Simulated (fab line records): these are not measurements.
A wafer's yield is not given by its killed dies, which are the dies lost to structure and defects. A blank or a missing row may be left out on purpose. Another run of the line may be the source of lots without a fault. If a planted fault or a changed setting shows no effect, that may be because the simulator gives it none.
fab line records ; flow n5_finfet
record: lots: 6; wafers: 18; last_day: 17
route steps=1938 shown STI_FIN_REVEAL@184 DUMMY_GATE@212 PASSIVATION@1936
lots with no fault: from the same line, run without faults
start_h: start of the lot's first displayed wafer, in hours after the record's first day ; wait_h: how many hours have passed since the lot's step before this one ; " unchanged from the row above ; L1.1+2: a row that stands for several wafers ; - no value present, or no start provided ; * or withheld: withheld ; < > ~ a bound
route shown NAME@n: NAME is a module with steps in the file, n the number in the route of the first one ; usual: mean/standard deviation of fault-free wafers ; same: alike in all rows ; chamber/n: place in a boat ; sites: each site's reading ; _std_site: how widely they spread, as a standard deviation ; _edge_site: inner sites' mean taken away from outer sites' mean ; radius_mm: for every site, how far away it sits from the centre of the wafer ; mask NAME#n: copy n ; behind: the most recent tool/chamber to have shaped the wafer ; hold: why the lot went on hold/how many hours it stayed there/how the hold came to an end ; device: the transistor (n, p or np) that didn't switch ; end of line: the route-end tests of the same wafers ; step lacking rows: just its recipe ; killed: dies lost to structure and defects at the first sort, not the wafer's yield ; map: a wafer's dies, x killed, . not, _ none there
set.NAME: the run value of the setting; set.NAME@STEP: its run value at that earlier step ; model.NAME: the simulator's own value behind a step, which no gauge read
a table for each step, a row for each wafer; lots at some steps of the route
services: the hour from which a tool's chamber was out of use, counted from the record's first day as start_h (under 0 if before that day), plus the number of hours and why
== steps ==
step: N5_STI_FIN_REVEAL_ALD_14
recipe: material: Si3N4; target_thk_a: 30; temp_c: 400; ald_precursor_family: SiH2I2; ald_co_reactant: N2/H2-plasma; pressure_torr: 2
step: N5_STI_FIN_REVEAL_FCVD_FILL_01
recipe: material: SiO2_flowable; target_thk_a: 3120; temp_c: 100; pressure_torr: 0.8; rf_w: 2000; time_s: 512.2
step: N5_STI_FIN_REVEAL_DENSIFY_02
recipe: temp_c: 650; ambient: steam; time_s: 1800; idle_temp_c: 400; densification_p_h2o_torr: 640
step: N5_STI_FIN_REVEAL_CMP_04
recipe: stop_on: Si3N4; t_overpolish_s: 4; down_force_psi: 2; platen_rpm: 54.18; post_cmp_clean: alkaline_brush; pad_velocity_m_s: 1.078; target_thk_nm: 131.83
usual: motor_current_A: 8.1/0.71; overpolish_run_s: 3.999/0.0094; slurry_filter_dp_kPa: 13.49/0.15; time_to_endpoint_s: 105/7.9
same: t_overpolish_s: 4
lot.wafer;tool;chamber;start_h;wait_h;motor_current_A;overpolish_run_s;slurry_filter_dp_kPa;time_to_endpoint_s
L125.2;cmp-02;0;57.93;0.0;7.9;4.020;13.44;101
L125.3;cmp-02;2;57.93;0.0;7.5;4.003;13.59;100
L125.4;cmp-02;3;57.93;0.0;8.0;4.018;13.54;105
L129.1;cmp-01;1;82.11;0.1;9.2;3.976;13.48;100
L129.4;cmp-01;2;82.11;0.1;8.9;4.000;13.53;114
L129.5;cmp-01;0;82.11;0.1;8.5;3.999;13.41;107
L141.3;cmp-02;3;153.12;0.1;7.7;4.014;13.26;111
L141.1;cmp-02;1;153.12;0.1;8.3;4.001;13.43;97
L141.5;cmp-02;3;153.12;0.1;7.6;4.004;13.49;114
L142.3;cmp-04;0;160.82;0.1;8.9;3.994;13.74;102
L142.6;cmp-04;3;160.82;0.1;7.5;4.003;13.48;97
L142.5;cmp-04;0;160.82;0.1;8.9;3.999;13.77;105
L143.3;cmp-04;3;165.18;0.0;7.3;3.998;13.31;96
L143.4;cmp-04;1;165.18;0.0;7.0;3.990;13.41;96
L143.2;cmp-04;2;165.18;0.0;8.4;3.999;13.61;99
L144.1;cmp-01;2;171.72;0.0;9.0;4.011;13.67;121
L144.3;cmp-01;3;171.72;0.0;8.4;4.013;13.52;122
L144.4;cmp-01;1;171.72;0.0;9.2;3.991;13.63;113
step: N5_STI_FIN_REVEAL_THK_MEAS_05
usual: thk_nm: 132.1/1.6
lot.wafer;tool;chamber;start_h;wait_h;thk_nm
L125.2;film_metro-01;-;58.23;-;130.9
L125.3;film_metro-01;-;58.23;-;130.2
L125.4;film_metro-01;-;58.23;-;133.7
L129.1;film_metro-02;-;82.32;-;131.5
L129.4;film_metro-02;-;82.32;-;133.2
L129.5;film_metro-02;-;82.32;-;132.5
L141.1;film_metro-02;-;153.38;-;130.6
L141.3;film_metro-02;-;153.38;-;133.3
L141.5;film_metro-02;-;153.38;-;134.1
L142.3;film_metro-01;-;161.07;-;132.1
L142.5;film_metro-01;-;161.07;-;133.6
L142.6;film_metro-01;-;161.07;-;130.9
L143.2;film_metro-02;-;165.47;-;131.5
L143.3;film_metro-02;-;165.47;-;129.9
L143.4;film_metro-02;-;165.47;-;129.4
L144.1;film_metro-01;-;172.02;-;134.2
L144.3;film_metro-01;-;172.02;-;134.1
L144.4;film_metro-01;-;172.02;-;132.3
step: N5_STI_FIN_REVEAL_DENSIFY_30
recipe: temp_c: *; time_s: *; ambient: N2; idle_temp_c: 600; ramp_up_c_per_s: 150; ramp_down_c_per_s: 60; cool_to_c: 600
step: N5_STI_FIN_REVEAL_ETCHBACK_08
recipe: chemistry: C4F6/O2; target: SiO2; target_depth_a: 305; time_s: 10.167; ion_energy_ev: 250; pressure_mtorr: 30; source_w: 345; bias_w: 185; Ar_flow_sccm: 300; C4F6_flow_sccm: 10; O2_flow_sccm: 10
usual: drypump_motor_current_A: 5.55/0.3; oes_o_777_au: 0.79/0.087; oes_product_au: 0.79/0.084; rf_vpp_V: 666/22; showerhead_plenum_p_Torr: 2.82/0.081; throttle_valve_pct: 21.14/0.28
lot.wafer;tool;chamber;start_h;wait_h;drypump_motor_current_A;oes_o_777_au;oes_product_au;rf_hours_counter_h;rf_vpp_V;showerhead_plenum_p_Torr;throttle_valve_pct
L125.2;rie_diel-03;3;58.47;0.2;5.93;0.69;0.77;123;654;2.84;20.93
L125.3;rie_diel-03;2;58.47;0.2;5.70;0.92;0.98;6;692;2.91;20.93
L125.4;rie_diel-03;0;58.47;0.2;5.09;0.72;0.72;195;677;2.95;21.04
L129.1;rie_diel-03;1;82.75;0.4;5.23;0.88;0.84;78;683;2.74;20.86
L129.4;rie_diel-03;3;82.75;0.4;5.97;0.69;0.76;130;652;2.83;20.95
L129.5;rie_diel-03;1;82.75;0.4;5.25;0.87;0.83;-;681;2.74;20.85
L141.1;rie_diel-02;1;153.98;0.5;5.23;0.75;0.77;123;690;2.78;21.81
L141.3;rie_diel-02;3;153.98;0.5;5.77;0.93;0.99;3;680;2.80;21.07
L141.5;rie_diel-02;1;153.98;0.5;5.20;0.75;0.76;-;689;2.78;21.85
L142.3;rie_diel-03;1;161.31;0.1;5.22;0.85;0.80;106;681;2.73;20.93
L142.5;rie_diel-03;1;161.31;0.1;5.24;0.85;0.81;-;680;2.73;20.91
L142.6;rie_diel-03;0;161.31;0.1;5.08;0.70;0.70;-;677;2.94;21.11
L143.2;rie_diel-06;1;165.71;0.2;5.42;0.93;0.90;33;661;2.90;21.08
L143.3;rie_diel-06;0;165.71;0.2;6.05;0.86;0.87;34;663;2.75;20.74
L143.4;rie_diel-06;2;165.71;0.2;5.57;0.87;0.85;73;648;2.89;21.14
L144.1;rie_diel-06;2;172.34;0.3;5.54;0.87;0.86;75;649;2.89;21.15
L144.3;rie_diel-06;3;172.34;0.3;5.95;0.74;0.70;217;638;2.70;21.30
L144.4;rie_diel-06;0;172.34;0.3;6.03;0.85;0.85;36;666;2.75;20.74
step: N5_STI_FIN_REVEAL_STRIP_24
recipe: chemistry: N2/H2; time_s: 90; power_w: 100; temp_c: 40; pressure_mtorr: 100; rf_frequency_hz: 6e+07; bias_power_w: 3; n2_flow_sccm: 300; h2_flow_sccm: 300
usual: drypump_motor_current_A: 5.55/0.3; oes_product_au: 0.79/0.086; rf_vpp_V: 45.2/0.81; showerhead_plenum_p_Torr: 3.35/0.088; throttle_valve_pct: 12.2/0.31
lot.wafer;tool;chamber;start_h;wait_h;drypump_motor_current_A;oes_product_au;rf_hours_counter_h;rf_vpp_V;showerhead_plenum_p_Torr;throttle_valve_pct
L125.2;rie_diel-03;3;58.50;0.0;5.90;0.78;123;45.7;3.38;12.1
L125.3;rie_diel-03;2;58.50;0.0;5.73;0.98;6;45.5;3.43;11.7
L125.4;rie_diel-03;0;58.50;0.0;5.10;0.72;195;46.3;3.50;12.2
L129.1;rie_diel-03;1;82.79;0.0;5.24;0.83;78;43.5;3.24;11.9
L129.4;rie_diel-03;3;82.79;0.0;5.91;0.77;130;45.1;3.38;12.1
L129.5;rie_diel-03;1;82.79;0.0;5.23;0.83;-;45.6;3.24;11.9
L141.1;rie_diel-02;1;154.02;0.0;5.19;0.77;123;45.3;3.27;12.5
L141.3;rie_diel-02;3;154.02;0.0;5.77;0.98;3;45.4;3.35;12.1
L141.5;rie_diel-02;1;154.02;0.0;5.17;0.76;-;45.8;3.27;12.5
L142.3;rie_diel-03;1;161.35;0.0;5.25;0.80;106;45.0;3.23;12.0
L142.5;rie_diel-03;1;161.35;0.0;5.25;0.80;-;45.3;3.23;12.0
L142.6;rie_diel-03;0;161.35;0.0;5.09;0.68;-;45.9;3.48;12.3
L143.2;rie_diel-06;1;165.75;0.0;5.43;0.90;33;46.1;3.45;12.0
L143.3;rie_diel-06;0;165.75;0.0;6.02;0.87;34;43.8;3.29;11.8
L143.4;rie_diel-06;2;165.75;0.0;5.56;0.85;73;44.5;3.44;12.3
L144.1;rie_diel-06;2;172.37;0.0;5.55;0.84;75;45.0;3.44;12.3
L144.3;rie_diel-06;3;172.37;0.0;5.94;0.68;217;46.3;3.20;12.4
L144.4;rie_diel-06;0;172.37;0.0;6.04;0.86;36;45.6;3.29;11.9
step: N5_STI_FIN_REVEAL_PRECLEAN_25
recipe: chemistry: SPM; time_s: 90; temp_c: 120; mix: 4:1
step: N5_STI_FIN_REVEAL_PRECLEAN_26
recipe: chemistry: SC1; time_s: 45; temp_c: 46; mix: 1:2:100
step: N5_STI_FIN_REVEAL_PRECLEAN_29
recipe: chemistry: DHF; time_s: 30; temp_c: 25; dilution: 300:1
step: N5_STI_FIN_REVEAL_SRD_12
recipe: time_s: 30; temp_c: 23; rinse_liquid: diw; dry: ipa_marangoni
step: N5_STI_FIN_REVEAL_RECESS_09
recipe: chemistry: HF/NH3; target: SiO2; afs_cycles: 11; target_depth_a: 425; temp_c: 30; sublimation_temp_c: 180; sublimation_time_s: 60
usual: drypump_motor_current_A: 5.7/0.39
lot.wafer;tool;chamber;start_h;wait_h;drypump_motor_current_A
L125.2;vapor_etch-02;0;58.72;0.0;5.5
L125.3;vapor_etch-02;0;58.72;0.0;5.5
L125.4;vapor_etch-02;1;58.72;0.0;5.3
L129.1;vapor_etch-01;0;83.00;0.0;6.3
L129.4;vapor_etch-01;1;83.00;0.0;5.7
L129.5;vapor_etch-01;1;83.00;0.0;5.8
L141.1;vapor_etch-01;0;154.23;0.0;6.3
L141.3;vapor_etch-01;1;154.23;0.0;5.8
L141.5;vapor_etch-01;0;154.23;0.0;6.3
L142.3;vapor_etch-01;0;162.12;0.6;6.3
L142.5;vapor_etch-01;0;162.12;0.6;6.3
L142.6;vapor_etch-01;1;162.12;0.6;5.8
L143.2;vapor_etch-02;1;165.96;0.0;5.3
L143.3;vapor_etch-02;1;165.96;0.0;5.3
L143.4;vapor_etch-02;0;165.96;0.0;5.5
L144.1;vapor_etch-02;0;172.59;0.0;5.5
L144.3;vapor_etch-02;1;172.59;0.0;5.3
L144.4;vapor_etch-02;0;172.59;0.0;5.5
step: N5_STI_FIN_REVEAL_STRIP_16
recipe: chemistry: H3PO4; material: SiNx; temp_c: 165; target_depth_a: 238; overetch_fraction: 0.4964; dry: ipa_marangoni
step: N5_STI_FIN_REVEAL_PRECLEAN_17
recipe: chemistry: NF3:NH3; afs_cycles: 1; temp_c: 30; time_s: 20; sublimation_temp_c: 180; sublimation_time_s: 60; pressure_torr: 3; rf_power_w: 30
step: N5_STI_FIN_REVEAL_ETCH_34
recipe: chemistry: H2; mode: isotropic; material: Si; target: Si; target_depth_a: 9.7; temp_c: 20; pressure_mtorr: 4.5; icp_w: 300; bias_w: 0; h2_flow_sccm: 7.5; he_flow_sccm: 142.5
step: N5_STI_FIN_REVEAL_OXIDATION_31
recipe: chemistry: O2_PLASMA_REMOTE; temp_c: 150; time_s: 20; pressure_mtorr: 1000; source_power_w: 2000; o2_flow_sccm: 3000
usual: drypump_motor_current_A: 5.4/0.63; heater_power_w: 133/3.3
lot.wafer;tool;chamber;start_h;wait_h;drypump_motor_current_A;heater_power_w;rf_hours_counter_h
L125.2;plasma_asher-02;0;60.87;0.0;4.8;129;85
L125.3;plasma_asher-02;0;60.87;0.0;4.8;130;-
L125.4;plasma_asher-02;1;60.87;0.0;6.1;133;-
L129.1;plasma_asher-02;1;85.17;0.0;6.2;136;90
L129.4;plasma_asher-02;0;85.17;0.0;4.8;131;-
L129.5;plasma_asher-02;1;85.17;0.0;6.2;136;-
L141.1;plasma_asher-01;0;156.40;0.0;5.9;135;56
L141.3;plasma_asher-01;0;156.40;0.0;5.9;133;-
L141.5;plasma_asher-01;1;156.40;0.0;4.7;135;-
L142.3;plasma_asher-02;0;163.78;0.1;4.8;130;-
L142.5;plasma_asher-02;0;163.78;0.1;4.8;126;-
L142.6;plasma_asher-02;1;163.78;0.1;6.2;134;-
L143.2;plasma_asher-02;1;168.12;0.0;6.2;135;103
L143.3;plasma_asher-02;1;168.12;0.0;6.2;133;-
L143.4;plasma_asher-02;0;168.12;0.0;4.8;127;-
L144.1;plasma_asher-01;1;174.74;0.0;4.8;134;60
L144.3;plasma_asher-01;0;174.74;0.0;5.9;136;-
L144.4;plasma_asher-01;1;174.74;0.0;4.7;135;-
step: N5_STI_FIN_REVEAL_PRECLEAN_32
recipe: chemistry: NF3:NH3; afs_cycles: 1; temp_c: 30; time_s: 20; sublimation_temp_c: 180; sublimation_time_s: 60; pressure_torr: 3; rf_power_w: 30
step: N5_STI_FIN_REVEAL_STRIP_35
recipe: chemistry: H3PO4; material: Si3N4; temp_c: 165; target_depth_a: 40; time_s: 39
step: N5_STI_FIN_REVEAL_SRD_21
recipe: dry: ipa_marangoni; time_s: 30; temp_c: 23; rinse_liquid: diw
step: N5_STI_FIN_REVEAL_OXIDATION_33
recipe: chemistry: O2_PLASMA_REMOTE; temp_c: 150; time_s: 20; pressure_mtorr: 1000; source_power_w: 2000; o2_flow_sccm: 3000
usual: drypump_motor_current_A: 5.4/0.63; heater_power_w: 133/3.5
lot.wafer;tool;chamber;start_h;wait_h;drypump_motor_current_A;heater_power_w;rf_hours_counter_h
L125.2;plasma_asher-02;0;61.22;0.0;4.8;128;85
L125.3;plasma_asher-02;0;61.22;0.0;4.8;128;-
L125.4;plasma_asher-02;1;61.22;0.0;6.2;134;-
L129.1;plasma_asher-02;0;85.60;0.1;4.8;128;90
L129.4;plasma_asher-02;0;85.60;0.1;4.8;129;-
L129.5;plasma_asher-02;1;85.60;0.1;6.2;134;-
L141.1;plasma_asher-01;0;156.76;0.0;5.9;134;56
L141.3;plasma_asher-01;0;156.76;0.0;5.9;130;-
L141.5;plasma_asher-01;1;156.76;0.0;4.8;131;-
L142.3;plasma_asher-01;0;164.13;0.0;5.9;135;-
L142.5;plasma_asher-01;1;164.13;0.0;4.7;133;-
L142.6;plasma_asher-01;0;164.13;0.0;5.9;136;-
L143.2;plasma_asher-02;0;168.47;0.0;4.8;128;103
L143.3;plasma_asher-02;1;168.47;0.0;6.2;135;-
L143.4;plasma_asher-02;0;168.47;0.0;4.8;126;-
L144.1;plasma_asher-01;1;175.10;0.0;4.7;135;61
L144.3;plasma_asher-01;1;175.10;0.0;4.7;135;-
L144.4;plasma_asher-01;0;175.10;0.0;5.9;135;-
step: N5_STI_FIN_REVEAL_CLEAN_19
recipe: chemistry: O3/DIW; temp_c: 25; time_s: 120; o3_ppm: 10
step: N5_STI_FIN_REVEAL_SRD_23
recipe: dry: ipa_marangoni; time_s: 30; temp_c: 23; rinse_liquid: diw
step: N5_STI_FIN_REVEAL_CD_MEAS_22
recipe: target_cd_nm: 6.238; pitch_nm: 28; polarity: line
usual: cd_nm: 6.3/0.32
lot.wafer;tool;chamber;start_h;wait_h;cd_nm
L125.2;cd_sem-01;-;61.39;0.0;5.9
L125.3;cd_sem-01;-;61.39;0.0;6.3
L125.4;cd_sem-01;-;61.39;0.0;5.9
L129.1;cd_sem-03;-;85.76;0.0;5.6
L129.4;cd_sem-03;-;85.76;0.0;6.1
L129.5;cd_sem-03;-;85.76;0.0;6.3
L141.1;cd_sem-02;-;156.92;0.0;6.7
L141.3;cd_sem-02;-;156.92;0.0;6.3
L141.5;cd_sem-02;-;156.92;0.0;6.3
L142.3;cd_sem-03;-;164.28;0.0;6.2
L142.5;cd_sem-03;-;164.28;0.0;5.9
L142.6;cd_sem-03;-;164.28;0.0;5.8
L143.2;cd_sem-03;-;168.64;0.0;6.5
L143.3;cd_sem-03;-;168.64;0.0;6.1
L143.4;cd_sem-03;-;168.64;0.0;6.1
L144.1;cd_sem-03;-;175.26;0.0;6.2
L144.3;cd_sem-03;-;175.26;0.0;6.3
L144.4;cd_sem-03;-;175.26;0.0;6.0
step: N5_STI_FIN_REVEAL_FIN_H_MEAS_10
usual: trench_depth_nm: 51.7/0.74
lot.wafer;tool;chamber;start_h;wait_h;trench_depth_nm
L125.2;ocd-02;-;61.42;0.0;51.5
L125.3;ocd-02;-;61.42;0.0;52.5
L125.4;ocd-02;-;61.42;0.0;52.0
L129.1;ocd-02;-;85.79;0.0;51.9
L129.4;ocd-02;-;85.79;0.0;51.8
L129.5;ocd-02;-;85.79;0.0;50.9
L141.1;ocd-02;-;156.95;0.0;52.2
L141.3;ocd-02;-;156.95;0.0;53.0
L141.5;ocd-02;-;156.95;0.0;52.3
L142.3;ocd-01;-;164.31;0.0;51.8
L142.5;ocd-01;-;164.31;0.0;51.5
L142.6;ocd-01;-;164.31;0.0;52.2
L143.2;ocd-02;-;168.67;0.0;52.0
L143.3;ocd-02;-;168.67;0.0;50.1
L143.4;ocd-02;-;168.67;0.0;52.4
L144.1;ocd-01;-;175.29;0.0;53.1
L144.3;ocd-01;-;175.29;0.0;52.3
L144.4;ocd-01;-;175.29;0.0;51.3
step: N5_STI_FIN_REVEAL_PRECLEAN_18
recipe: chemistry: SC2; time_s: 45; temp_c: 35; mix: 1:1:50
step: N5_STI_FIN_REVEAL_SRD_28
recipe: dry: ipa_marangoni; time_s: 30; temp_c: 23; rinse_liquid: diw
step: N5_STI_FIN_REVEAL_INSPECT_13
recipe: inspect_instrument: darkfield; mode: post_clean
usual: raw_defect_count: 13/5.9
lot.wafer;tool;chamber;start_h;wait_h;raw_defect_count
L125.2;defect_inspect-02;-;61.54;0.0;12
L125.3;defect_inspect-02;-;61.54;0.0;9
L125.4;defect_inspect-02;-;61.54;0.0;4
L129.1;defect_inspect-01;-;85.88;0.0;18
L129.4;defect_inspect-01;-;85.88;0.0;25
L129.5;defect_inspect-01;-;85.88;0.0;13
L141.1;defect_inspect-01;-;157.04;0.0;13
L141.3;defect_inspect-01;-;157.04;0.0;1324
L141.5;defect_inspect-01;-;157.04;0.0;36
L142.3;defect_inspect-02;-;164.40;0.0;20
L142.5;defect_inspect-02;-;164.40;0.0;18
L142.6;defect_inspect-02;-;164.40;0.0;1441
L143.2;defect_inspect-02;-;168.75;0.0;16
L143.3;defect_inspect-02;-;168.75;0.0;20
L143.4;defect_inspect-02;-;168.75;0.0;9
L144.1;defect_inspect-02;-;175.38;0.0;16
L144.3;defect_inspect-02;-;175.38;0.0;2
L144.4;defect_inspect-02;-;175.38;0.0;5
step: N5_DUMMY_GATE_PRECLEAN_00
recipe: chemistry: O3/DIW; time_s: 60; temp_c: 22; o3_ppm: 10
step: N5_PASSIVATION_PROBE_49
usual: killed_at_M0_to_M3: 34/8.9; killed_at_M4_up: 13/4.6; killed_at_contacts: 12/5.5; killed_at_front_end: 41/11; killed_at_other: 3.1/2.9; killed_dies: 102/16; killed_on_rim: 13/4.2; killed_open: 66/11; killed_short: 34/7.6
same: gross_dies: 1180; killed_at_back_side: 0
lot.wafer;tool;chamber;start_h;wait_h;killed_at_M0_to_M3;killed_at_M4_up;killed_at_contacts;killed_at_front_end;killed_at_other;killed_dies;killed_on_rim;killed_open;killed_short
L125.2;prober-01;-;286.06;0.1;35;9;11;23;4;82;10;51;31
L125.3;prober-01;-;286.11;0.1;31;13;9;33;8;94;18;62;31
L125.4;prober-01;-;286.16;0.2;21;14;15;27;1;78;9;55;23
L141.1;prober-01;-;380.91;0.0;19;11;7;30;1;68;12;49;19
L141.3;prober-01;-;381.01;0.1;25;13;14;126;1;179;27;72;34
L141.5;prober-01;-;381.11;0.2;21;10;10;46;5;92;10;59;31
L142.3;prober-02;-;392.02;0.1;42;9;7;32;2;92;10;50;42
L142.5;prober-02;-;392.12;0.2;25;6;10;27;4;72;10;45;27
L142.6;prober-02;-;392.17;0.3;33;13;15;91;0;152;23;53;24
L143.2;prober-02;-;405.86;0.1;44;7;6;38;3;98;12;57;37
L143.3;prober-02;-;405.91;0.1;41;5;9;40;0;95;13;63;26
L143.4;prober-02;-;405.96;0.2;38;11;8;41;3;101;12;57;39
killed by level:class
L125.2 MOL_CONTACT_COAG:geometric_particle:open=10 BEOL_M1:geometric_particle:open=10 BEOL_M0_SAQP:geometric_particle:short=7 FIN_SAQP:geometric_particle:open=6 BEOL_M0_SAQP:geometric_particle:open=6 BEOL_M1:geometric_particle:short=6 DUMMY_GATE:geometric_particle:open=4 FIN_SAQP:geometric_particle:short=3
L125.3 BEOL_M1:geometric_particle:open=9 FIN_SAQP:geometric_particle:short=8 MOL_CONTACT_COAG:geometric_particle:open=8 BEOL_M0_SAQP:geometric_particle:open=6 BEOL_M4:geometric_particle:open=6 GATE_CUT:geometric_particle:open=5 PAD_METAL:geometric_particle:short=5 BEOL_M3:geometric_particle:open=5
L125.4 MOL_CONTACT_COAG:geometric_particle:open=13 BEOL_M5:geometric_particle:open=8 BEOL_M1:geometric_particle:open=6 GATE_CUT:geometric_particle:short=5 FIN_SAQP:geometric_particle:open=4 BEOL_M2:geometric_particle:open=4 FIN_SAQP:geometric_particle:short=3 STI_FIN_REVEAL:geometric_particle:open=3
L141.1 DUMMY_GATE:geometric_particle:open=8 MOL_CONTACT_COAG:geometric_particle:open=7 GATE_CUT:geometric_particle:short=7 BEOL_M0_SAQP:geometric_particle:open=5 BEOL_M2:geometric_particle:open=5 GATE_CUT:geometric_particle:open=4 STI_FIN_REVEAL:geometric_particle:open=3 BEOL_M3:geometric_particle:open=3
L141.3 STI_FIN_REVEAL:unspecified=68 STI_FIN_REVEAL:geometric_particle:open=23 MOL_CONTACT_COAG:geometric_particle:open=9 DUMMY_GATE:geometric_particle:open=7 STI_FIN_REVEAL:geometric_particle:short=6 BEOL_M0_SAQP:geometric_particle:short=6 MOL_CONTACT_COAG:geometric_particle:short=5 BEOL_M0_SAQP:geometric_particle:open=5
L141.5 STI_FIN_REVEAL:geometric_particle:open=15 STI_FIN_REVEAL:geometric_particle:short=11 MOL_CONTACT_COAG:geometric_particle:open=8 BEOL_M0_SAQP:geometric_particle:open=8 BEOL_M0_SAQP:geometric_particle:short=5 DUMMY_GATE:geometric_particle:open=5 PASS1_DEP:geometric_particle:open=4 STARTING-WAFER:geometric_particle:open=4
L142.3 BEOL_M0_SAQP:geometric_particle:open=15 BEOL_M0_SAQP:geometric_particle:short=11 FIN_SAQP:geometric_particle:open=5 GATE_CUT:geometric_particle:short=5 MOL_CONTACT_COAG:geometric_particle:open=5 BEOL_M1:geometric_particle:open=5 FIN_SAQP:geometric_particle:short=4 FIN_CUT:geometric_particle:short=4
L142.5 STI_FIN_REVEAL:geometric_particle:open=6 MOL_CONTACT_COAG:geometric_particle:open=6 BEOL_M0_SAQP:geometric_particle:short=6 BEOL_M0_SAQP:geometric_particle:open=5 BEOL_M3:geometric_particle:open=5 MOL_CONTACT_COAG:geometric_particle:short=4 STI_FIN_REVEAL:geometric_particle:short=3 GATE_CUT:geometric_particle:open=3
L142.6 STI_FIN_REVEAL:unspecified=74 MOL_CONTACT_COAG:geometric_particle:open=11 BEOL_M0_SAQP:geometric_particle:open=9 BEOL_M0_SAQP:geometric_particle:short=8 BEOL_M2:geometric_particle:open=6 BEOL_M1:geometric_particle:open=5 FIN_SAQP:geometric_particle:short=4 MOL_CONTACT_COAG:geometric_particle:short=4
L143.2 BEOL_M2:geometric_particle:open=16 FIN_SAQP:geometric_particle:short=7 FIN_SAQP:geometric_particle:open=7 BEOL_M0_SAQP:geometric_particle:short=7 MOL_CONTACT_COAG:geometric_particle:open=6 STARTING-WAFER:geometric_particle:short=6 BEOL_M2:geometric_particle:short=5 BEOL_M0_SAQP:geometric_particle:open=4
L143.3 BEOL_M2:geometric_particle:open=14 BEOL_M0_SAQP:geometric_particle:open=12 STI_FIN_REVEAL:geometric_particle:open=8 BEOL_M0_SAQP:geometric_particle:short=8 MOL_CONTACT_COAG:geometric_particle:open=7 FIN_SAQP:geometric_particle:short=6 HKMG_FIN:area_etch=6 FIN_SAQP:geometric_particle:open=4
L143.4 BEOL_M2:geometric_particle:open=11 FIN_SAQP:geometric_particle:short=8 FIN_SAQP:geometric_particle:open=8 BEOL_M0_SAQP:geometric_particle:short=7 BEOL_M0_SAQP:geometric_particle:open=6 STI_FIN_REVEAL:geometric_particle:open=5 MOL_CONTACT_COAG:geometric_particle:open=5 GATE_CUT:geometric_particle:short=5
map L141.3 (x killed, . not)
_________________.x..........________________
______________........x........._____________
___________....x.................x.__________
__________...............x.....xx..._________
________x....................x......x._______
_______..............x....x............______
______..x....x......x....x........x....._____
_____.....x......x...x......x.....x......____
____.............x........x.............x.___
___.........................xx.....x......x__
___.xx...x.........x......xx...........x...__
__.............x.......x....x..............._
__.......................x..x..............._
_...................................x........
_.x....x.x.......x....x..............xx..xx..
_.....x..............x.x.....................
_..x.x.x..........x.xx...x.x..x..............
_.....................x......................
_...x..........xx........x.x.................
_............x..x.............x.........x....
_.................x..x....xx.................
__....................................x....._
__..x....x.................................._
___...x.x..........xx...x.x.............xx.__
___.............x.........x..........xx....__
____......................x....xxx........___
_____xx..............x...................____
______........xxx..xxx..xx..x..........._____
_______....x...xxxxx.x.x........xx.....______
________..xxxxxxxxxxxxxx.x.........x.._______
__________..xxxxxxxxxxxx............_________
___________xxxxxxxxxxxxx...........__________
______________xxxxxxxxxxx......._____________
_________________xxxxxxxx..x.________________
map L142.6 (x killed, . not)
_________________..x.........________________
______________.................._____________
___________....x.......x...........__________
__________.............x...x........_________
________........xx...................._______
_______...........x...x..x.............______
______......x.....x........x............_____
_____...x.........x...x....x...x.........____
____....x.....x.......................x...___
___....x.....x...x..........x..............__
___....x......................x............__
__.....xx.............x.....x......x........_
__...........................x.............._
_x......x.x...............................x..
_........x..x.....x..........................
_............................................
_................x.....................x.x...
_........................xx.x...x............
_................x...........................
_.......x.......x...................x........
_....................x..x...x................
__.x.........................x.............._
__......x..........x........x..x............_
___..xx...............x...........x.....x..__
___..x.........x.....................x.....__
____.................x.............x......___
_____.......................x.......x...x____
______.....x.......x.....x....x........._____
_______...x..xxxxxxxxx.................______
________...xxxxxxxxxxxxx.......x.....x_______
__________xxxxxxxxxxxxxxx..........._________
___________xxxxxxxxxxxxxx...x......__________
______________xxxxxxxxxxx......._____________
_________________xxxxxxxxx...________________
== services ==
tool;chamber;start_h;hours;kind
rie_diel-06;0;44.90;-;clean
rie_diel-06;0;44.90;-;consumable_replace:focus_ring
rie_diel-06;0;44.90;20.5;scheduled_down
rie_diel-06;0;44.90;20.5;vent_cycle
rie_diel-03;-;61.54;5.7;repair
rie_diel-02;0;68.45;6.2;repair
cmp-04;-;77.16;1.1;repair
plasma_asher-01;-;84.16;4.3;pm
rie_diel-02;-;91.15;2.8;pm
rie_diel-06;0;91.22;16.7;repair
cmp-02;-;94.82;0.7;repair
cmp-04;-;96.85;1.0;repair
plasma_asher-02;-;101.08;0.9;repair
cmp-01;-;102.80;2.5;repair
cmp-04;-;106.25;0.8;repair
rie_diel-02;1;112.26;2.7;repair
plasma_asher-02;-;121.91;15.6;pm
cmp-01;-;123.45;1.3;repair
cmp-02;-;123.53;3.4;repair
cmp-04;-;136.63;9.2;pm
plasma_asher-02;-;140.75;5.2;repair
rie_diel-06;3;143.16;8.3;repair
cmp-04;-;146.08;4.0;pm
rie_diel-06;-;174.34;14.6;pm
== key ==
first_sign: step: N5_STI_FIN_REVEAL_INSPECT_13; reading: raw_defect_count; direction: up; sigmas: 99+; usual: 13; struck: 1382
effect: step: N5_PASSIVATION_PROBE_49; reading: killed_at_front_end; direction: up; sigmas: 5.9; usual: 41; struck: 108
more_kills_born_at: N5_STI_FIN_REVEAL_RECESS_09@vapor_etch-01: 142
met_at N5_STI_FIN_REVEAL_RECESS_09
struck_wafers L141.3,L142.6
tester_left_out L141,L142
onset_between 83.00 154.23
fault: kind: chamber_particle_source; tool: vapor_etch-01; chamber: 1; onset_h: 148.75; steps: N5_STI_FIN_REVEAL_RECESS_09; rate_per_visit_cm2: 2.1149; end_h: 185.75
tester_left_out: of these lots the tester's yield and bins aren't shown, on N5 and GAA mostly nor the transistor test; their killed dies are dies lost to structure and defects alone, not to doping, threshold or leakage, so they don't give the yield
